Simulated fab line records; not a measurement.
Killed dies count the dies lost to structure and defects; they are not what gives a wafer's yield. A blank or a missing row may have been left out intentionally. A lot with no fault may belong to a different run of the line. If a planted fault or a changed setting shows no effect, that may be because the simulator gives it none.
Comparing a struck lot with a sound one | flow nand-harc | 19 steps out of a route of 1302
Sound: the wafers L396.1, L396.3, L396.4. Struck: wafers L406.2, L406.5, L406.6. The cause is given at the end.
Order at every step that has rows: each side's tool, ch and its chambers, its first start. Under that, the readings that differ: sound wafers | struck wafers | difference of the means | sigmas: that difference in standard deviations of wafers without a fault.
alike: same words and numbers on both sides, and readings whose means sit less than 2 such deviations apart. not compared: any withheld reading, any reading some wafer has no value for, any bound like >300 that may hide the same value, and any number with overlapping values for which the record gives no deviation.
A row with sigmas, a row that says differs or no value, or rows on one side alone: a step with any of these is where the two part. When numbers do not overlap yet have no deviation, they are printed without sigmas and do not part them. Lack of a reading on every wafer of one side parts them only where that side has two or more wafers.

NHARC_P_ZERO_WELL_CD_MEAS_37: the cd target is 720 nm.
  sound on cd-sem-03 ch 0, day 2 19:58; struck on cd-sem-01 ch 0, day 7 00:05
  alike: cd-nm
then, 1 step without rows for these wafers: NHARC_P_ZERO_WELL_HARDBAKE_38 (time 80 s).
NHARC_P_ZERO_WELL_DESCUM_39: chemistry O2, time 3 s.
  sound on rie-diel-06 ch 0,1,2, day 2 20:08; struck on rie-diel-03 ch 0,3, day 7 00:16
  alike: drypump-motor-current-A, o2-flow-sccm, oes-product-au, rf-vpp-V, showerhead-plenum-p-Torr, throttle-valve-pct
  not compared: rf-hours-counter-h
then, 9 steps without rows for these wafers: NHARC_P_ZERO_WELL_IMPLANT_40; NHARC_P_ZERO_WELL_IMPLANT_59; NHARC_P_ZERO_WELL_IMPLANT_60; NHARC_P_ZERO_WELL_STRIP_41 (strips in SPM, time 840 s); NHARC_P_ZERO_WELL_DEHYDRATE_44 (time 120 s); NHARC_P_ZERO_WELL_HMDS_45 (time 30 s); NHARC_P_ZERO_WELL_COAT_46; NHARC_P_ZERO_WELL_SOFTBAKE_47 (time 95 s); NHARC_P_ZERO_WELL_EBR_48.
NHARC_P_ZERO_WELL_EXPOSE_49: exposes mask P HVPW, target cd 2000 nm.
  sound on krf-scanner-03 ch 0, day 2 21:27; struck on krf-scanner-03 ch 0, day 7 01:37
  reading | sound                      | struck                              | difference | sigmas
  mask    | P_HVPW#0 P_HVPW#0 P_HVPW#0 | P_HVPW_R1#0 P_HVPW_R1#0 P_HVPW_R1#0 | differs    |
then, 2 steps without rows for these wafers: NHARC_P_ZERO_WELL_PEB_50 (peb time 85 s); NHARC_P_ZERO_WELL_DEVELOP_51 (time 70 s).
NHARC_P_ZERO_WELL_CD_MEAS_52: the cd target is 2000 nm.
  sound on cd-sem-03 ch 0, day 2 21:37; struck on cd-sem-02 ch 0, day 7 01:46
  reading    | sound                | struck               | difference | sigmas
  cd-nm (nm) | 1997.8 2000.2 2000.6 | 1913.5 1913.2 1910.4 | -87.2      | -36
then, 1 step without rows for these wafers: NHARC_P_ZERO_WELL_HARDBAKE_53 (time 80 s).
NHARC_P_ZERO_WELL_DESCUM_54: chemistry O2, time 3 s.
  sound on rie-diel-06 ch 0,1,2, day 2 21:46; struck on rie-diel-02 ch 0,1, day 7 01:55
  reading                      | sound          | struck         | difference | sigmas
  model.P_ZERO_WELL.cd-nm (nm) | 1997 2000 2000 | 1914 1913 1911 | -86        |
  alike: drypump-motor-current-A, o2-flow-sccm, oes-product-au, rf-vpp-V, showerhead-plenum-p-Torr, throttle-valve-pct
  not compared: rf-hours-counter-h
following that, these wafers have no rows for 1 step: NHARC_P_ZERO_WELL_IMPLANT_55.

WHERE THEY PART
Last at NHARC_P_ZERO_WELL_CD_MEAS_52 as far as this record goes, first at NHARC_P_ZERO_WELL_EXPOSE_49. Later steps at which nothing parts them and some readings are alike: NHARC_P_ZERO_WELL_DESCUM_54.

WHY: whatever the simulator had introduced
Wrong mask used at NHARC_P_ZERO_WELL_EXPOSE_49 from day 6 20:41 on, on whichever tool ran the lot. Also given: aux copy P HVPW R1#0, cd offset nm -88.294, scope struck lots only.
